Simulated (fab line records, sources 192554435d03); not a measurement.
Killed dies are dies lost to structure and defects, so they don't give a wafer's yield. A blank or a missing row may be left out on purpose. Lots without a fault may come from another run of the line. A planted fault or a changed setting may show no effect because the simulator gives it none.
fab line records | flow n5_finfet
record lots=6 wafers=18 last_day=17
route steps=1938 shown WELL_APT@47 PMOS_HMC_CHANNEL_EPI@57 BEOL_M4@1111
lots that met no fault: from a run of the same line without faults
start_h: hours from the record's first day to the start of the lot's first wafer shown | wait_h: hours since the lot's step before | " the same as in the row above | L1.1+2: a row that stands for several wafers | - no value, or no start given | * or withheld: withheld | < > ~ a bound
route shown NAME@n: a module of which the file shows steps, and the number in the route of the first | usual: mean/standard deviation of fault-free wafers | same: alike in all rows | chamber/n: place in a boat | sites: the reading at each site | _std_site: their standard deviation | _edge_site: outer sites' mean less inner sites' | radius_mm: how far each site lies from the wafer's centre | mask NAME#n: copy n | behind: the tool/chamber that last shaped the wafer | hold: why the lot was held/for how many hours/how that ended | device: the transistor (n, p or np) that didn't switch | end of line: the same wafers' tests at the end of the route | a step without rows: its recipe alone | killed: dies lost to structure and defects at the first sort, not the wafer's yield | map: a wafer's dies, x killed, . not, _ none there
set.NAME: the setting as run; set.NAME@STEP: as run at that earlier step | model.NAME: the simulator's own value behind a step, which no gauge read
lots at some steps of the route; a table a step, a row a wafer
services: from which hour (start_h, from the record's first day; less than 0 if before it) a tool's chamber was out of use, for how many hours, and why
## steps
# step N5_WELL_APT_IMPLANT_31
# recipe species=B energy_kev=60 dose_cm2=1.5e+13 tilt_deg=0 rotation_deg=0
# step N5_WELL_APT_IMPLANT_32
# recipe species=BF2 energy_kev=50 dose_cm2=2e+13 tilt_deg=0 rotation_deg=0
# step N5_WELL_APT_STRIP_33
# recipe chemistry=SPM time_s=900 temp_c=130 h2so4_h2o2_vol_ratio=4 dry=ipa_marangoni
# step N5_WELL_APT_RTA_34
# recipe temp_c=1000 time_s=10 ambient=N2 idle_temp_c=600 ramp_up_c_per_s=150 ramp_down_c_per_s=60 cool_to_c=600
# usual lamp_power_pct=13.00/0.051 lamp_zone_4_pct=12.998/0.03 wafer_temp_C_max=1003.5/0.98
# columns lot.wafer tool chamber start_h wait_h lamp_power_pct lamp_zone_4_pct wafer_temp_C_max
L385.2 rtp_anneal-02 0 39.87 0.0 12.96 12.995 1002.9
L385.3 " 0 " " 13.02 13.012 1000.8
L385.5 " 0 " " 12.96 12.970 1004.6
L386.4 rtp_anneal-02 0 46.03 0.1 12.97 12.967 1002.4
L386.5 " 0 " " 12.97 12.977 1002.6
L386.6 " 0 " " 13.01 12.988 1002.7
L393.2 rtp_anneal-02 0 88.53 0.2 13.00 13.003 1003.2
L393.4 " 0 " " 12.89 12.951 1002.4
L393.6 " 0 " " 13.00 12.927 1006.0
L397.1 rtp_anneal-01 0 111.69 0.0 12.91 12.971 1003.6
L397.3 " 0 " " 13.01 12.974 1001.6
L397.5 " 0 " " 13.09 12.981 1003.5
L398.3 rtp_anneal-01 0 117.89 0.1 12.96 13.036 1003.8
L398.4 " 0 " " 13.01 13.009 1004.7
L398.5 " 0 " " 12.99 13.022 1003.1
L400.4 rtp_anneal-02 0 129.94 0.1 12.93 12.962 1003.9
L400.5 " 0 " " 13.08 12.975 1004.8
L400.6 " 0 " " 12.97 13.045 1003.9
# step N5_WELL_APT_OXIDE_STRIP_42
# recipe chemistry=dHF dilution=25:1 time_s=45 temp_c=25 target=SiO2 target_depth_a=120
# step N5_WELL_APT_PRECLEAN_36
# recipe chemistry=O3/DIW time_s=45 temp_c=22 o3_ppm=10
# step N5_WELL_APT_PRECLEAN_39
# recipe chemistry=dHF time_s=60 dilution=150:1 temp_c=25
# step N5_WELL_APT_SRD_37
# recipe dry=ipa_marangoni do_ppb=5 time_s=30 temp_c=23 rinse_liquid=diw
# step N5_WELL_APT_EPI_41
# recipe material=Si target_thk_a=500 temp_c=650 precursor=SiH4/H2 pressure_torr=20 time_s=297.7
# usual susceptor_temp_C_max=651.6/0.71 throttle_valve_pct=11.2/0.47
# columns lot.wafer tool chamber start_h wait_h susceptor_temp_C_max throttle_valve_pct
L385.2 epi_rpcvd-02 0 40.22 0.2 651.7 11.7
L385.3 " 0 " " 651.5 11.9
L385.5 " 0 " " 651.0 11.8
L386.4 epi_rpcvd-01 0 46.51 0.3 652.6 10.7
L386.5 " 0 " " 652.2 10.8
L386.6 " 0 " " 651.8 10.7
L393.2 epi_rpcvd-01 0 88.88 0.2 652.3 10.9
L393.4 " 0 " " 651.9 11.0
L393.6 " 0 " " 652.1 10.5
L397.1 epi_rpcvd-02 0 111.93 0.0 651.4 11.7
L397.3 " 0 " " 651.3 11.9
L397.5 " 0 " " 650.6 11.7
L398.3 epi_rpcvd-01 0 118.36 0.3 652.4 10.8
L398.4 " 0 " " 652.1 10.5
L398.5 " 0 " " 651.7 10.8
L400.4 epi_rpcvd-01 0 130.52 0.4 653.2 10.7
L400.5 " 0 " " 652.9 10.8
L400.6 " 0 " " 653.2 11.0
# step N5_WELL_APT_INSPECT_38
# recipe inspect_instrument=darkfield mode=post_epi
# usual raw_defect_count=14/5.9
# columns lot.wafer tool chamber start_h wait_h raw_defect_count
L385.2 defect_inspect-02 - 40.92 0.6 17
L385.3 " - " " 20
L385.5 " - " " 21
L386.4 defect_inspect-01 - 46.86 0.3 20
L386.5 " - " " 13
L386.6 " - " " 12
L393.2 defect_inspect-01 - 89.59 0.6 18
L393.4 " - " " 19
L393.6 " - " " 25
L397.1 defect_inspect-01 - 112.56 0.5 7
L397.3 " - " " 11
L397.5 " - " " 8
L398.3 defect_inspect-01 - 118.95 0.5 8
L398.4 " - " " 10
L398.5 " - " " 17
L400.4 defect_inspect-01 - 130.95 0.3 15
L400.5 " - " " 6
L400.6 " - " " 10
# step N5_PMOS_HMC_CHANNEL_EPI_HM_DEP_34
# recipe material=SiO2 target_thk_a=360 temp_c=400 precursor=TEOS/O2 pressure_torr=6.5 rf_w=900 teos_flow_sccm=161.4 gas=O2 flow_sccm=2650 time_s=6.9
# usual heater_power_w=528/57 showerhead_plenum_p_Torr=8.36/0.036 throttle_valve_pct=18.6/0.98
# columns lot.wafer tool chamber start_h wait_h heater_power_w showerhead_plenum_p_Torr throttle_valve_pct
L385.2 pecvd-01 1 40.96 0.0 524 8.30 19.0
L385.3 " 2 " " 508 8.37 18.9
L385.5 " 0 " " 488 8.39 17.5
L386.4 pecvd-02 1 46.91 0.0 647 8.38 19.0
L386.5 " 2 " " 473 8.34 17.9
L386.6 " 0 " " 480 8.34 20.3
L393.2 pecvd-02 0 89.62 0.0 452 8.35 20.2
L393.4 " 2 " " 434 8.35 17.8
L393.6 " 0 " " 450 8.34 20.2
L397.1 pecvd-02 2 112.60 0.0 513 8.34 18.1
L397.3 " 1 " " 627 8.37 18.6
L397.5 " 2 " " 536 8.36 18.2
L398.3 pecvd-02 0 118.98 0.0 466 8.36 20.3
L398.4 " 1 " " 500 8.36 19.0
L398.5 " 0 " " 463 8.36 20.7
L400.4 pecvd-04 1 131.00 0.0 586 8.41 19.3
L400.5 " 0 " " 551 8.40 17.7
L400.6 " 2 " " 691 8.32 15.9
# step N5_PMOS_HMC_CHANNEL_EPI_COAT_31
# recipe resist=BARC temp_c=205 time_s=60 spin_rpm=1500 resist_thk_nm=66
# step N5_PMOS_HMC_CHANNEL_EPI_COAT_03
# recipe resist=CAR-ArF-block spin_rpm=1500 resist_thk_nm=205
# usual spin_speed_rpm=1500.0/1
# columns lot.wafer tool chamber start_h wait_h spin_speed_rpm model.CAR-ArF-block_of_PMOS_HMC_CHANNEL_EPI_COAT_03.thk_nm
L385.2 litho_track-04 0 41.02 - 1501.2 205.1
L385.3 " 0 " " 1500.7 204.6
L385.5 " 0 " " 1501.9 205.4
L386.4 litho_track-05 0 46.96 - 1501.2 204.6
L386.5 " 0 " " 1501.6 204.5
L386.6 " 0 " " 1501.0 204.3
L393.2 litho_track-05 0 89.68 - 1459.9 207.7
L393.4 " 0 " " 1461.5 208.4
L393.6 " 0 " " 1460.2 208.3
L397.1 litho_track-05 0 112.66 - 1460.9 209
L397.3 " 0 " " 1461.0 208.5
L397.5 " 0 " " 1461.3 208.6
L398.3 litho_track-03 0 119.04 - 1500.3 204.3
L398.4 " 0 " " 1501.8 204.3
L398.5 " 0 " " 1500.7 204.3
L400.4 litho_track-04 0 131.05 - 1500.5 204.9
L400.5 " 0 " " 1500.5 205.1
L400.6 " 0 " " 1499.1 205
# step N5_PMOS_HMC_CHANNEL_EPI_EBR_05
# recipe solvent=PGMEA ebr_width_mm=1.5
# step N5_PMOS_HMC_CHANNEL_EPI_SOFTBAKE_04
# recipe temp_c=110 time_s=60 resist=CAR-ArF-block
# step N5_PMOS_HMC_CHANNEL_EPI_EXPOSE_06
# recipe mask_id=PMOS_HMC_BLK na=1.35 source_shape=conventional sigma_outer=0.8 polarization=unpolarized target_cd_nm=240 dose_mj=41
# step N5_PMOS_HMC_CHANNEL_EPI_PEB_07
# recipe peb_temp_c=110 peb_time_s=60 resist=CAR-ArF-block
# step N5_PMOS_HMC_CHANNEL_EPI_DEVELOP_08
# recipe develop_time_s=30 developer=TMAH resist=CAR-ArF-block dev_temp_c=23 rinse_liquid=diw dry=air_spin
# step N5_PMOS_HMC_CHANNEL_EPI_CD_MEAS_09
# recipe target_cd_nm=237.4 landing_energy_ev=500 detector=se_inlens
# usual cd_nm=237.2/1.1
# columns lot.wafer tool chamber start_h wait_h cd_nm
L385.2 cd_sem-01 0 41.37 - 236.0
L385.3 " 0 " " 237.6
L385.5 " 0 " " 237.1
L386.4 cd_sem-01 0 47.31 - 236.7
L386.5 " 0 " " 237.6
L386.6 " 0 " " 238.4
L393.2 cd_sem-02 0 90.03 - 236.8
L393.4 " 0 " " 238.8
L393.6 " 0 " " 236.0
L397.1 cd_sem-03 0 112.88 - 235.0
L397.3 " 0 " " 236.2
L397.5 " 0 " " 235.0
L398.3 cd_sem-03 0 119.27 - 238.8
L398.4 " 0 " " 236.9
L398.5 " 0 " " 236.0
L400.4 cd_sem-03 0 131.27 - 238.5
L400.5 " 0 " " 237.4
L400.6 " 0 " " 237.1
# step N5_PMOS_HMC_CHANNEL_EPI_OVL_MEAS_10
# recipe points_per_wafer=44
# usual PMOS_HMC_BLK_OVL=-0.3/0.84
# columns lot.wafer tool chamber start_h wait_h PMOS_HMC_BLK_OVL[nm]
L385.2 overlay-01 0 41.40 0.0 -0.6
L385.3 " 0 " " -1.3
L385.5 " 0 " " -0.4
L386.4 overlay-01 0 47.33 0.0 -0.4
L386.5 " 0 " " -0.7
L386.6 " 0 " " -0.1
L393.2 overlay-02 0 90.06 0.0 0.1
L393.4 " 0 " " -0.9
L393.6 " 0 " " -1.0
L397.1 overlay-02 0 112.91 0.0 -0.6
L397.3 " 0 " " -1.0
L397.5 " 0 " " 0.1
L398.3 overlay-02 0 119.29 0.0 -0.4
L398.4 " 0 " " 1.0
L398.5 " 0 " " -0.6
L400.4 overlay-02 0 131.30 0.0 1.2
L400.5 " 0 " " -1.1
L400.6 " 0 " " -0.1
# step N5_PMOS_HMC_CHANNEL_EPI_INSPECT_11
# recipe mode=adi inspect_instrument=macro
# usual raw_defect_count=2.0/1.5
# columns lot.wafer tool chamber start_h wait_h raw_defect_count
L385.2 defect_inspect-02 - 41.42 0.0 0
L385.3 " - " " 1
L385.5 " - " " 2
L386.4 defect_inspect-02 - 47.36 0.0 2
L386.5 " - " " 1
L386.6 " - " " 1
L393.2 defect_inspect-01 - 90.08 0.0 3
L393.4 " - " " 3
L393.6 " - " " 0
L397.1 defect_inspect-01 - 112.93 0.0 3
L397.3 " - " " 2
L397.5 " - " " 4
L398.3 defect_inspect-01 - 119.32 0.0 0
L398.4 " - " " 1
L398.5 " - " " 0
L400.4 defect_inspect-01 - 131.32 0.0 4
L400.5 " - " " 0
L400.6 " - " " 2
# step N5_PMOS_HMC_CHANNEL_EPI_DESCUM_14
# recipe chemistry=O2 time_s=7.9 source_power_w=50 bias_power_w=20 pressure_mtorr=20 rf_frequency_hz=2.712e+07 temp_c=40 resist=CAR-ArF-block o2_flow_sccm=225
# usual drypump_motor_current_A=5.7/0.38 oes_product_au=0.76/0.052 rf_vpp_V=243.1/1.4 showerhead_plenum_p_Torr=2.08/0.063 throttle_valve_pct=20.46/0.25
# columns lot.wafer tool chamber start_h wait_h drypump_motor_current_A oes_product_au rf_hours_counter_h rf_vpp_V showerhead_plenum_p_Torr throttle_valve_pct model.CAR-ArF-block_of_PMOS_HMC_CHANNEL_EPI_COAT_03.thk_nm
L385.2 rie_diel-02 3 41.45 0.0 5.3 0.86 44 242.9 2.11 19.84 198.5
L385.3 " 0 " " 6.3 0.77 153 242.8 2.05 20.50 198
L385.5 " 2 " " 5.1 0.73 - 242.7 2.10 20.58 198.8
L386.4 rie_diel-02 2 47.63 0.3 5.1 0.74 154 243.7 2.10 20.58 197.9
L386.5 " 3 " " 5.3 0.86 - 243.4 2.11 19.85 197.9
L386.6 " 2 " " 5.1 0.74 - 242.0 2.10 20.58 197.6
L393.2 rie_diel-02 0 90.12 0.0 6.2 0.75 169 242.7 2.04 20.53 201.1
L393.4 " 0 " " 6.2 0.76 - 244.1 2.04 20.53 201.8
L393.6 " 2 " " 5.2 0.71 - 243.3 2.09 20.60 201.7
L397.1 rie_diel-03 3 112.97 0.0 5.7 0.74 170 240.5 2.01 20.49 202.3
L397.3 " 0 " " 5.7 0.75 165 245.5 2.21 20.69 202.1
L397.5 " 1 " " 6.3 0.77 - 244.1 2.15 20.60 202
L398.3 rie_diel-03 3 119.35 0.0 5.7 0.74 172 241.3 2.00 20.49 197.6
L398.4 " 2 " " 6.0 0.70 231 239.6 1.99 20.79 197.7
L398.5 " 1 " " 6.2 0.77 - 244.4 2.15 20.59 197.8
L400.4 rie_diel-03 1 131.35 0.0 6.2 0.77 153 244.5 2.15 20.59 198.4
L400.5 " 2 " " 6.0 0.70 - 241.1 1.98 20.80 198.4
L400.6 " 3 " " 5.8 0.74 - 241.7 2.00 20.50 198.3
# step N5_PMOS_HMC_CHANNEL_EPI_ETCH_32
# recipe chemistry=N2/H2 target=BARC stop_on=SiO2 target_depth_a=858 over_etch_frac=0.3 time_s=50.3 ion_energy_ev=200 mask_material=CAR-ArF-block pressure_mtorr=30 source_w=840 bias_w=150 n2_flow_sccm=200 h2_flow_sccm=200
# usual drypump_motor_current_A=5.8/0.37 oes_product_au=0.65/0.045 rf_vpp_V=523.6/2.2 showerhead_plenum_p_Torr=2.53/0.082 throttle_valve_pct=17.9/0.3
# columns lot.wafer tool chamber start_h wait_h drypump_motor_current_A oes_product_au rf_hours_counter_h rf_vpp_V showerhead_plenum_p_Torr throttle_valve_pct
L385.2 rie_diel-02 3 41.49 0.0 5.3 0.73 44 525.2 2.57 17.4
L385.3 " 0 " " 6.2 0.65 153 524.3 2.57 18.5
L385.5 " 2 " " 5.2 0.62 - 522.2 2.54 18.0
L386.4 rie_diel-02 2 47.67 0.0 5.1 0.62 154 524.8 2.54 18.0
L386.5 " 3 " " 5.3 0.73 - 524.8 2.57 17.4
L386.6 " 2 " " 5.2 0.62 - 524.4 2.54 18.0
L393.2 rie_diel-02 0 90.15 0.0 6.2 0.64 169 524.8 2.56 18.5
L393.4 " 0 " " 6.3 0.64 - 523.1 2.56 18.5
L393.6 " 2 " " 5.1 0.61 - 524.5 2.54 18.0
L397.1 rie_diel-03 3 113.00 0.0 5.8 0.63 170 520.8 2.40 17.7
L397.3 " 0 " " 5.7 0.64 165 527.2 2.64 17.8
L397.5 " 1 " " 6.3 0.66 - 525.8 2.65 18.2
L398.3 rie_diel-03 3 119.39 0.0 5.8 0.63 172 521.4 2.40 17.7
L398.4 " 2 " " 6.0 0.59 231 521.3 2.38 18.1
L398.5 " 1 " " 6.3 0.66 - 527.1 2.65 18.2
L400.4 rie_diel-03 1 131.39 0.0 6.2 0.66 153 526.4 2.65 18.2
L400.5 " 2 " " 6.0 0.59 - 518.6 2.38 18.1
L400.6 " 3 " " 5.7 0.63 - 520.9 2.40 17.7
# step N5_BEOL_M4_RC_MEAS_101
# usual DIBL_N=37.5/2 DIBL_P=37.5/2.5 IOFF_N=0.18/0.042 IOFF_P=0.24/0.046 ION_N=677/15 ION_P=464/9.5 SS_N=72.0/0.76 SS_P=73.6/0.79 VT_N=249/3.5 VT_P=-249/3.2
# columns lot.wafer tool chamber start_h wait_h DIBL_N[mV/V] DIBL_P[mV/V] IOFF_N[nA/um] IOFF_P[nA/um] ION_N[uA/um] ION_P[uA/um] SS_N[mV/dec] SS_P[mV/dec] VT_N[mV] VT_P[mV]
L385.2 prober-02 0 182.70 0.2 38.2 35.4 0.17 0.23 671 462 72.1 73.1 252 -247
L385.3 " 0 " " 40.2 40.1 0.21 0.32 691 479 72.4 74.3 247 -244
L385.5 " 0 " " 36.9 33.5 0.15 0.21 660 461 72.1 72.7 254 -247
L386.4 prober-01 0 195.50 0.5 39.9 41.6 0.27 0.35 674 451 73.4 75.9 244 -248
L386.5 " 0 " " 38.8 38.5 0.25 0.25 688 461 73.1 73.8 245 -249
L386.6 " 0 " " 34.3 35.8 0.15 0.19 687 469 71.6 73.0 251 -252
L393.2 prober-01 0 244.63 0.2 42.5 41.3 0.28 0.30 687 472 73.2 74.1 245 -248
L393.4 " 0 " " 36.1 35.0 0.14 0.19 658 457 71.3 73.5 251 -251
L393.6 " 0 " " 37.2 34.7 0.14 0.18 654 451 71.6 73.7 253 -253
L397.1 prober-02 0 253.38 0.0 37.7 36.9 0.17 0.22 665 458 71.9 73.0 252 -251
L397.3 " 0 " " 36.1 35.2 0.13 0.19 656 453 71.2 72.4 256 -253
L397.5 " 0 " " 38.3 38.4 0.19 0.23 703 482 71.4 73.3 246 -247
L398.3 prober-01 0 267.09 0.3 38.3 39.4 0.21 0.27 678 468 71.9 74.3 247 -248
L398.4 " 0 " " 35.8 36.5 0.16 0.22 679 473 71.4 73.4 251 -251
L398.5 " 0 " " 32.1 31.8 0.11 0.16 666 470 70.4 72.3 254 -256
L400.4 prober-01 0 291.88 1.0 39.3 40.8 0.24 0.32 710 488 72.2 73.4 242 -241
L400.5 " 0 " " 36.9 37.8 0.18 0.26 675 469 72.3 73.0 247 -248
L400.6 " 0 " " 33.6 33.7 0.12 0.19 672 467 70.7 71.9 254 -248
## services
# columns tool chamber start_h hours kind
pecvd-04 2 21.17 - clean
pecvd-04 2 21.17 - consumable_replace:showerhead
pecvd-04 2 21.17 29.0 scheduled_down
pecvd-04 2 21.17 29.0 vent_cycle
litho_track-05 - 51.08 - consumable_replace:filter
pecvd-02 0 55.32 5.5 scheduled_down
pecvd-01 2 67.70 5.5 scheduled_down
pecvd-02 1 70.80 2.1 scheduled_down
pecvd-04 1 72.38 11.5 repair
rie_diel-02 1 78.97 - clean
rie_diel-02 1 78.97 - consumable_replace:focus_ring
rie_diel-02 1 78.97 27.7 scheduled_down
rie_diel-02 1 78.97 27.7 vent_cycle
pecvd-01 2 87.41 2.1 scheduled_down
pecvd-04 - 105.09 5.5 pm
epi_rpcvd-02 - 129.23 0.7 repair
epi_rpcvd-01 - 130.92 27.2 pm
## key
first_sign step=N5_PMOS_HMC_CHANNEL_EPI_COAT_03 reading=spin_speed_rpm direction=down sigmas=38 usual=* struck=*
effect none on later readings
model_effect step=N5_PMOS_HMC_CHANNEL_EPI_COAT_03 value=CAR-ArF-block_of_PMOS_HMC_CHANNEL_EPI_COAT_03.thk_nm without=205.7 struck=208.4
model_effect step=N5_PMOS_HMC_CHANNEL_EPI_DESCUM_14 value=CAR-ArF-block_of_PMOS_HMC_CHANNEL_EPI_COAT_03.thk_nm without=199.1 struck=201.8
met_at N5_PMOS_HMC_CHANNEL_EPI_COAT_03
struck_wafers L393.2,L393.4,L393.6,L397.1,L397.3,L397.5
onset_between 46.96 89.68
fault kind=process_parameter_drift tool=litho_track-05 chamber=- onset_h=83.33 steps=N5_PMOS_HMC_CHANNEL_EPI_COAT_03 channel=spin_rpm offset=* shape=step end_h=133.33 acts_in=* stated=*
